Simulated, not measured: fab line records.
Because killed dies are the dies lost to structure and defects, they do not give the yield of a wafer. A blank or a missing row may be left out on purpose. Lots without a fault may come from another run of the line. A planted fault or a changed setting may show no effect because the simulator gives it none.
Which of the tools did it? :: flow n5-finfet :: 12 lots with 36 wafers sampled at 3 steps, on a route of 1938 steps

WHAT EACH GAUGE READ, for each wafer
N5_BEOL_M1_THK_MEAS_01.
lot: L075
measured: day 6 13:24
on: film-metro-01
M1_ILD_THK (nm): 77.8 77.6 79.2

lot: L077
measured: day 6 21:20
on: film-metro-02
M1_ILD_THK (nm): 78.4 75.5 77.0

lot: L079
measured: day 7 06:32
on: film-metro-01
M1_ILD_THK (nm): 78.1 77.4 79.1

lot: L081
measured: day 7 18:35
on: film-metro-01
M1_ILD_THK (nm): 78.1 77.8 79.5

lot: L083
measured: day 8 04:16
on: film-metro-01
M1_ILD_THK (nm): 77.9 77.6 80.4

lot: L085
measured: day 9 01:30
on: film-metro-02
M1_ILD_THK (nm): 76.8 75.0 76.1

lot: L088
measured: day 9 10:38
on: film-metro-02
M1_ILD_THK (nm): 77.6 80.3 79.2

lot: L089
measured: day 10 00:14
on: film-metro-02
M1_ILD_THK (nm): 78.0 77.7 77.2

lot: L092
measured: day 10 07:09
on: film-metro-01
M1_ILD_THK (nm): 78.0 78.0 79.2

lot: L093
measured: day 10 19:40
on: film-metro-02
M1_ILD_THK (nm): 77.2 79.6 78.8

lot: L095
measured: day 11 05:27
on: film-metro-01
M1_ILD_THK (nm): 78.6 78.8 79.5

lot: L097
measured: day 11 20:57
on: film-metro-01
M1_ILD_THK (nm): 77.3 77.1 80.1

WHAT TOOL EACH LOT RAN ON (gives the tool, then ch and the chambers of the sampled wafers, and finally the start)
lot: L075
N5_BEOL_M0_STRIP_104: rie-diel-05 ch 0,1,2, day 6 08:14
N5_BEOL_M0_PRE_CLEAN_113: pvd-sputter-01, day 6 11:14

lot: L077
N5_BEOL_M0_STRIP_104: rie-diel-06 ch 1,3, day 6 18:07
N5_BEOL_M0_PRE_CLEAN_113: pvd-sputter-02, day 6 19:04

lot: L079
N5_BEOL_M0_STRIP_104: rie-diel-05 ch 0,1,3, day 7 03:35
N5_BEOL_M0_PRE_CLEAN_113: pvd-sputter-03, day 7 04:15

lot: L081
N5_BEOL_M0_STRIP_104: rie-diel-05 ch 2,3, day 7 15:07
N5_BEOL_M0_PRE_CLEAN_113: pvd-sputter-03, day 7 15:56

lot: L083
N5_BEOL_M0_STRIP_104: rie-diel-05 ch 0,2, day 8 00:16
N5_BEOL_M0_PRE_CLEAN_113: pvd-sputter-01, day 8 01:19

lot: L085
N5_BEOL_M0_STRIP_104: rie-diel-05 ch 0,1,2, day 8 20:38
N5_BEOL_M0_PRE_CLEAN_113: pvd-sputter-02, day 8 23:13

lot: L088
N5_BEOL_M0_STRIP_104: rie-diel-05 ch 0,3, day 9 07:21
N5_BEOL_M0_PRE_CLEAN_113: pvd-sputter-03, day 9 08:25

lot: L089
N5_BEOL_M0_STRIP_104: rie-diel-06 ch 0,1,3, day 9 18:29
N5_BEOL_M0_PRE_CLEAN_113: pvd-sputter-02, day 9 19:12

lot: L092
N5_BEOL_M0_STRIP_104: rie-diel-06 ch 0,1,3, day 10 04:05
N5_BEOL_M0_PRE_CLEAN_113: pvd-sputter-01, day 10 04:51

lot: L093
N5_BEOL_M0_STRIP_104: rie-diel-01 ch 0,1, day 10 15:41
N5_BEOL_M0_PRE_CLEAN_113: pvd-sputter-03, day 10 17:13

lot: L095
N5_BEOL_M0_STRIP_104: rie-diel-01 ch 0,2,3, day 11 00:33
N5_BEOL_M0_PRE_CLEAN_113: pvd-sputter-02, day 11 01:32

lot: L097
N5_BEOL_M0_STRIP_104: rie-diel-06 ch 1,3, day 11 16:13
N5_BEOL_M0_PRE_CLEAN_113: pvd-sputter-01, day 11 16:52
- N5_BEOL_M0_STRIP_104: strips in N2/H2.
- N5_BEOL_M0_PRE_CLEAN_113: time 30 s.

THE ANSWER, worked out from the rows above alone
Rule: usual is defined by the lots themselves. The widest of any qualifying gaps counts: lots, ordered by their means at a reading, are off when they make up no more than a third of the lots, leave a main group of 4 or more, and stand apart from it by 3 or more times the standard deviation of that group's means. Not used: any main group whose means are identical at the precision the tables above print for the reading. A lot without any number at a reading at which 4 lots or more have one is off too. The other lots that the step has rows for count as sound.
Nothing can be told from this: no lot is off at any reading shown.

WHAT HAD BEEN PUT IN BY THE SIMULATOR
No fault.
